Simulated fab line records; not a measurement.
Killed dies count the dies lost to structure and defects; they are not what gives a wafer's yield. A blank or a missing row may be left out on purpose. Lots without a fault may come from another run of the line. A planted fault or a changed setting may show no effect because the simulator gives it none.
Comparing a struck lot with a sound one	flow nandHarc	15 steps out of a route of 1302
Sound: wafers L689.1, L689.2, L689.5. Wafers L694.1, L694.2, L694.4 were the ones struck. The cause is given at the end.
For every step that has rows: the tool of each side, followed by ch and its chambers, followed by its first start. Under that, the readings that differ: sound wafers	struck wafers	difference of the means	sigmas: that difference in standard deviations of wafers without a fault.
alike: readings whose means differ by less than 2 such deviations, and words and numbers that are the same on both sides. not compared: withheld readings, readings that some wafer has no value for, bounds like >300 that may hide the same value, and numbers for which the record gives no deviation and whose values overlap.
A row with sigmas, a row that says differs or no value, or rows on one side alone: a step with any of these is where the two part. Numbers that have no deviation but don't overlap get no sigmas and don't part them. Lack of a reading on every wafer of one side parts them only where that side has two or more wafers.

first, 1 step without rows for these wafers: NHARC_A_CHANNEL_HOLE_D1_SRD_29.
NHARC_A_CHANNEL_HOLE_D1_CD_MEAS_30:
  sound: cdSem-03 at day 8 23:01; struck: cdSem-03 at day 10 22:40
  alike: cdNm
NHARC_A_CHANNEL_HOLE_D1_XSEM_31:
  sound on xsem-02 ch 0, day 8 23:06; struck on xsem-02 ch 0, day 10 22:46
reading	sound	struck	difference	sigmas
bowNm (nm)	8.91 8.92 8.96	8.15 8.09 8.14	-0.80	-3
  alike: botCdNm, tiltDeg
NHARC_A_CHANNEL_HOLE_D1_INSPECT_40:
  sound: defectInspect-01 at day 8 23:12; struck: defectInspect-01 at day 10 22:52
  alike: rawDefectCount
then, 2 steps without rows for these wafers: NHARC_A_CHANNEL_FILL_D1_PRECLEAN_00 (cleans in SC1); NHARC_A_CHANNEL_FILL_D1_SRD_01.
NHARC_A_CHANNEL_FILL_D1_ALD_02: deposits SiO2, target thk 6 nm, pulse time 10 s, ald cycles 60.
  sound on aldHk-02 ch 1,2, day 9 00:50; struck on aldHk-02 ch 0,1,2, day 10 23:03
  alike: heaterPowerW, precursorPulseHeightRel
NHARC_A_CHANNEL_FILL_D1_ALD_03: deposits SiNx, target thk 6 nm, pulse time 60 s, ald cycles 58.
  sound on aldSinBatch-02 ch 0; struck on aldSinBatch-02 ch 0
  alike: precursorPulseHeightRel
then, 1 step without rows for these wafers: NHARC_A_CHANNEL_FILL_D1_ALD_14 (deposits SiO2, target thk 2.5 nm, pulse time 10 s, ald cycles 25).
NHARC_A_CHANNEL_FILL_D1_ALD_15: deposits SiNx, target thk 2 nm, pulse time 60 s, ald cycles 19.
  sound on aldSinBatch-02 ch 0; struck on aldSinBatch-03 ch 0, day 11 09:13
  alike: precursorPulseHeightRel
then, 2 steps without rows for these wafers: NHARC_A_CHANNEL_FILL_D1_ALD_16 (deposits SiO2, target thk 1.5 nm, pulse time 10 s, ald cycles 15); NHARC_A_CHANNEL_FILL_D1_ANNEAL_17 (time 1800 s).
NHARC_A_CHANNEL_FILL_D1_CVD_18: deposits poly-Si, target thk 3 nm.
  sound on lpcvdPoly-01 ch 0, day 9 22:50; struck on lpcvdPoly-03 ch 0, day 11 23:11
  alike: spikeTcUpperC, zonePowerTopPct
NHARC_A_CHANNEL_FILL_D1_ETCHBACK_19: etches the open film in HBr/Cl2, target depth 5 nm, time 1.7 s.
  sound on rieSi-03 ch 1,2, day 10 00:53; struck on rieSi-06 ch 0,1,3, day 12 01:36
reading	sound	struck	difference	sigmas
drypumpMotorCurrentA (A)	5.6 5.3 5.6	6.2 6.6 5.9	+0.7	+2
  alike: oesProductAu, throttleValvePct
  not compared: rfHoursCounterH
-- jump in the record: it breaks off in module A_CHANNEL_FILL_D1 and resumes in module END (first step shown: number 1302 of the route), and 14 days separate the struck wafers' starts before and after --
NHARC_END_SORT_01:
  at this point the record logs the struck wafers (prober-01 ch 0, day 26 05:19) and has no rows for the sound ones

== WHERE THEY PART ==
First at NHARC_A_CHANNEL_HOLE_D1_XSEM_31; last, within this record, at NHARC_END_SORT_01.

WHY: the cause the simulator had injected
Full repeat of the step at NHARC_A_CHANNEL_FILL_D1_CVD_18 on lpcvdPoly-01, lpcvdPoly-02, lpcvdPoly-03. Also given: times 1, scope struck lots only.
